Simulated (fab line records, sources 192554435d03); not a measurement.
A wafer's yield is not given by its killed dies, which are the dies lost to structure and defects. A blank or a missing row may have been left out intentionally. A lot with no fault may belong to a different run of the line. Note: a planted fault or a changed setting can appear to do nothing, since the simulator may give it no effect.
What tool caused it? + flow n5-finfet + 9 lots with 27 wafers sampled at 4 steps, on a route of 1938 steps

WHAT THE GAUGES SHOWED, per wafer
Not one reading of a measure or inspect step in the record can be checked against a usual standard deviation.

WHAT TOOL EACH LOT RAN ON (gives the tool, then ch and the chambers of the sampled wafers, and finally the start)
| lot  | N5_BEOL_M9_STRIP_19                | N5_BEOL_M9_ETCH_76                 | N5_BEOL_M9_ETCH_65                 | N5_BEOL_M9_TRENCH_ETCH_37      |
|------|------------------------------------|------------------------------------|------------------------------------|--------------------------------|
| L965 | rie-diel-03 ch 0,1,2, day 9 22:56  | rie-diel-04 ch 0,1, day 9 23:51    | rie-diel-04 ch 0,1, day 9 23:52    | rie-diel-04 ch 0,1, no start   |
| L966 | rie-diel-01 ch 0,3, day 10 04:33   | rie-diel-01 ch 1,2,3, day 10 06:55 | rie-diel-01 ch 1,2,3, day 10 06:56 | rie-diel-01 ch 1,2,3, no start |
| L969 | rie-diel-01 ch 0,1, day 10 22:39   | rie-diel-03 ch 1,2,3, day 11 01:40 | rie-diel-03 ch 1,2,3, day 11 01:40 | rie-diel-03 ch 1,2,3, no start |
| L971 | rie-diel-03 ch 0,1,2, day 12 15:57 | rie-diel-01 ch 0,1,2, day 12 17:54 | rie-diel-01 ch 0,1,2, day 12 17:55 | rie-diel-01 ch 0,1,2, no start |
| L973 | rie-diel-01 ch 2,3, day 13 03:49   | rie-diel-04 ch 2,3, day 13 05:35   | rie-diel-04 ch 2,3, day 13 05:37   | rie-diel-04 ch 2,3, no start   |
| L980 | rie-diel-03 ch 0,1,2, day 14 11:50 | rie-diel-04 ch 2,3, day 14 14:19   | rie-diel-04 ch 2,3, day 14 14:20   | rie-diel-04 ch 2,3, no start   |
| L979 | rie-diel-04 ch 0,1,2, day 14 19:55 | rie-diel-03 ch 0,2, day 14 21:10   | rie-diel-03 ch 0,2, day 14 21:11   | rie-diel-03 ch 0,2, no start   |
| L987 | rie-diel-03 ch 1,2,3, day 15 17:06 | rie-diel-01 ch 1,2,3, day 15 20:47 | rie-diel-01 ch 1,2,3, day 15 20:48 | rie-diel-01 ch 1,2,3, no start |
| L988 | rie-diel-04 ch 1,2, day 16 10:57   | rie-diel-04 ch 0,3, day 16 12:39   | rie-diel-04 ch 0,3, day 16 12:40   | rie-diel-04 ch 0,3, no start   |
- N5_BEOL_M9_STRIP_19: strips in O2.
- N5_BEOL_M9_ETCH_76: etches underlayer in N2/H2, target depth 6.5 nm, time 5.2 s.
- N5_BEOL_M9_ETCH_65: etches SiARC in CF4, target depth 15.6 nm, time 26 s.
- N5_BEOL_M9_TRENCH_ETCH_37: etches SiCOH lowk in C4F6/O2, target depth 151.43 nm, time 49 s.

WHAT THE TOOLS THEMSELVES READ (means of the sampled wafers that have a number; where no wafer has one, the mark that the record gives instead)
N5_BEOL_M9_STRIP_19. Usual: drypump-motor-current-A 5.9 A, standard deviation 0.69; oes-product-au 0.76 a.u., standard deviation 0.054; rf-vpp-V 3.7 V, standard deviation 0.59; showerhead-plenum-p-Torr 2.07 Torr, standard deviation 0.054; throttle-valve-pct 16.60 %, standard deviation 0.2.
| lot  | tool        | drypump-motor-current-A (A) | oes-product-au (a.u.) | rf-vpp-V (V) | showerhead-plenum-p-Torr (Torr) | throttle-valve-pct (%) | flag |
|------|-------------|-----------------------------|-----------------------|--------------|---------------------------------|------------------------|------|
| L965 | rie-diel-03 | 6.1                         | 0.80                  | 3.3          | 2.09                            | 16.51                  |      |
| L966 | rie-diel-01 | 5.9                         | 0.81                  | 3.5          | 2.09                            | 16.72                  |      |
| L969 | rie-diel-01 | 5.4                         | 0.76                  | 3.9          | 2.07                            | 16.78                  |      |
| L971 | rie-diel-03 | 6.1                         | 0.78                  | 4.2          | 2.08                            | 16.54                  |      |
| L973 | rie-diel-01 | 6.0                         | 0.78                  | 4.1          | 2.05                            | 16.54                  |      |
| L980 | rie-diel-03 | 6.1                         | 0.77                  | 3.5          | 2.08                            | 16.56                  |      |
| L979 | rie-diel-04 | 5.5                         | 0.74                  | 3.5          | 2.13                            | 16.62                  |      |
| L987 | rie-diel-03 | 6.1                         | 0.73                  | 3.6          | 2.05                            | 16.63                  |      |
| L988 | rie-diel-04 | 5.3                         | 0.74                  | 3.3          | 2.13                            | 16.61                  |      |

N5_BEOL_M9_ETCH_76. Usual: for bias-w, 150.0 W with a standard deviation of 0.44; for drypump-motor-current-A, 5.8 A with a standard deviation of 0.72; for etch-rf-on-time-s, 5.29 s with a standard deviation of 0.12; for oes-product-au, 0.64 a.u. with a standard deviation of 0.048; for rf-vpp-V, 523.3 V with a standard deviation of 2.3; for showerhead-plenum-p-Torr, 2.52 Torr with a standard deviation of 0.078; for throttle-valve-pct, 17.77 % with a standard deviation of 0.21.
| lot  | tool        | bias-w (W) | drypump-motor-current-A (A) | etch-rf-on-time-s (s) | oes-product-au (a.u.) | rf-vpp-V (V) | showerhead-plenum-p-Torr (Torr) | throttle-valve-pct (%) | flag |
|------|-------------|------------|-----------------------------|-----------------------|-----------------------|--------------|---------------------------------|------------------------|------|
| L965 | rie-diel-04 | 150.5      | 4.9                         | 5.22                  | 0.61                  | 526.2        | 2.65                            | 17.83                  |      |
| L966 | rie-diel-01 | 149.6      | 5.5                         | 5.33                  | 0.63                  | 523.1        | 2.47                            | 17.77                  |      |
| L969 | rie-diel-03 | 149.6      | 6.1                         | 5.16                  | 0.65                  | 522.2        | 2.50                            | 17.74                  |      |
| L971 | rie-diel-01 | 150.2      | 5.2                         | 5.31                  | 0.61                  | 524.2        | 2.49                            | 17.81                  |      |
| L973 | rie-diel-04 | 149.6      | 6.6                         | 5.32                  | 0.70                  | 523.3        | 2.47                            | 17.54                  |      |
| L980 | rie-diel-04 | 149.7      | 6.7                         | 5.29                  | 0.68                  | 523.1        | 2.46                            | 17.69                  |      |
| L979 | rie-diel-03 | 150.2      | 6.5                         | 5.45                  | 0.63                  | 522.1        | 2.50                            | 17.86                  |      |
| L987 | rie-diel-01 | 150.0      | 5.5                         | 4.78                  | 0.66                  | 521.2        | 2.46                            | 17.86                  | OFF  |
| L988 | rie-diel-04 | 150.1      | 6.3                         | 5.20                  | 0.63                  | 523.1        | 2.51                            | 17.88                  |      |

N5_BEOL_M9_ETCH_65. Usual: for bias-w, 35.98 W with a standard deviation of 0.11; for drypump-motor-current-A, 5.8 A with a standard deviation of 0.72; for etch-rf-on-time-s, 26.5 s with a standard deviation of 0.64; for oes-product-au, 0.64 a.u. with a standard deviation of 0.047; for rf-vpp-V, 183.8 V with a standard deviation of 1.1; for showerhead-plenum-p-Torr, 2.12 Torr with a standard deviation of 0.054; for throttle-valve-pct, 15.54 % with a standard deviation of 0.18.
| lot  | tool        | bias-w (W) | drypump-motor-current-A (A) | etch-rf-on-time-s (s) | oes-product-au (a.u.) | rf-vpp-V (V) | showerhead-plenum-p-Torr (Torr) | throttle-valve-pct (%) | flag |
|------|-------------|------------|-----------------------------|-----------------------|-----------------------|--------------|---------------------------------|------------------------|------|
| L965 | rie-diel-04 | 35.99      | 4.9                         | 25.8                  | 0.62                  | 184.5        | 2.20                            | 15.48                  |      |
| L966 | rie-diel-01 | 35.91      | 5.5                         | 26.7                  | 0.64                  | 184.1        | 2.09                            | 15.56                  |      |
| L969 | rie-diel-03 | 35.90      | 6.1                         | 26.4                  | 0.65                  | 184.3        | 2.11                            | 15.53                  |      |
| L971 | rie-diel-01 | 36.04      | 5.2                         | 26.5                  | 0.61                  | 183.3        | 2.11                            | 15.67                  |      |
| L973 | rie-diel-04 | 36.02      | 6.6                         | 27.0                  | 0.69                  | 183.8        | 2.08                            | 15.36                  |      |
| L980 | rie-diel-04 | 35.87      | 6.6                         | 26.7                  | 0.67                  | 182.3        | 2.08                            | 15.48                  |      |
| L979 | rie-diel-03 | 36.04      | 6.5                         | 27.0                  | 0.63                  | 184.3        | 2.10                            | 15.57                  |      |
| L987 | rie-diel-01 | 36.01      | 5.5                         | 27.5                  | 0.60                  | 183.7        | 2.08                            | 15.62                  |      |
| L988 | rie-diel-04 | 36.13      | 6.3                         | 26.4                  | 0.63                  | 184.0        | 2.11                            | 15.61                  |      |

N5_BEOL_M9_TRENCH_ETCH_37. Usual: for bias-w, 185.0 W with a standard deviation of 0.57; for drypump-motor-current-A, 5.8 A with a standard deviation of 0.72; for oes_f_703_au, 0.75 a.u. with a standard deviation of 0.054; for oes-product-au, 0.75 a.u. with a standard deviation of 0.056; for rf-vpp-V, 668 V with a standard deviation of 15; for showerhead-plenum-p-Torr, 2.82 Torr with a standard deviation of 0.073; for throttle-valve-pct, 20.81 % with a standard deviation of 0.17.
| lot  | tool        | bias-w (W) | drypump-motor-current-A (A) | oes_f_703_au (a.u.) | oes-product-au (a.u.) | rf-vpp-V (V) | showerhead-plenum-p-Torr (Torr) | throttle-valve-pct (%) | flag |
|------|-------------|------------|-----------------------------|---------------------|-----------------------|--------------|---------------------------------|------------------------|------|
| L965 | rie-diel-04 | 184.6      | 4.9                         | 0.72                | 0.73                  | 678          | 2.94                            | 20.75                  |      |
| L966 | rie-diel-01 | 184.9      | 5.5                         | 0.74                | 0.75                  | 666          | 2.78                            | 20.85                  |      |
| L969 | rie-diel-03 | 185.5      | 6.1                         | 0.77                | 0.76                  | 645          | 2.80                            | 20.77                  |      |
| L971 | rie-diel-01 | 185.0      | 5.2                         | 0.72                | 0.71                  | 672          | 2.80                            | 20.94                  |      |
| L973 | rie-diel-04 | 184.6      | 6.6                         | 0.80                | 0.82                  | 683          | 2.77                            | 20.68                  |      |
| L980 | rie-diel-04 | 185.0      | 6.6                         | 0.77                | 0.80                  | 685          | 2.76                            | 20.79                  |      |
| L979 | rie-diel-03 | 184.9      | 6.5                         | 0.74                | 0.75                  | 652          | 2.79                            | 20.77                  |      |
| L987 | rie-diel-01 | 185.5      | 5.5                         | 0.71                | 0.71                  | 666          | 2.77                            | 20.91                  |      |
| L988 | rie-diel-04 | 185.0      | 6.3                         | 0.72                | 0.75                  | 684          | 2.80                            | 20.84                  |      |

THE ANSWER, worked out from the rows above alone
Rule: take the mean of a lot's wafers that have a number; if it is more than 3 standard deviations from the usual mean, the lot is off. A lot without any number at a reading at which 4 lots or more have one is off too. Any other lot the step has rows for is counted as sound. First the gauges in route order, then the tools' own readings, where a lot's mean is used as printed above. The first step at which some lot is off is used, and at that step the reading that is off furthest; a lot without a number counts as furthest.
Off at N5_BEOL_M9_ETCH_76 (etch-rf-on-time-s): L987.
If a tool, at that step or one of the process steps before it, ran each lot that is off and ran no sound lot following the first of them, it fits. Can't be told from this: 2 tools fit, rie-diel-03 at N5_BEOL_M9_STRIP_19, rie-diel-01 at N5_BEOL_M9_ETCH_76.

WHAT HAD BEEN PUT IN BY THE SIMULATOR
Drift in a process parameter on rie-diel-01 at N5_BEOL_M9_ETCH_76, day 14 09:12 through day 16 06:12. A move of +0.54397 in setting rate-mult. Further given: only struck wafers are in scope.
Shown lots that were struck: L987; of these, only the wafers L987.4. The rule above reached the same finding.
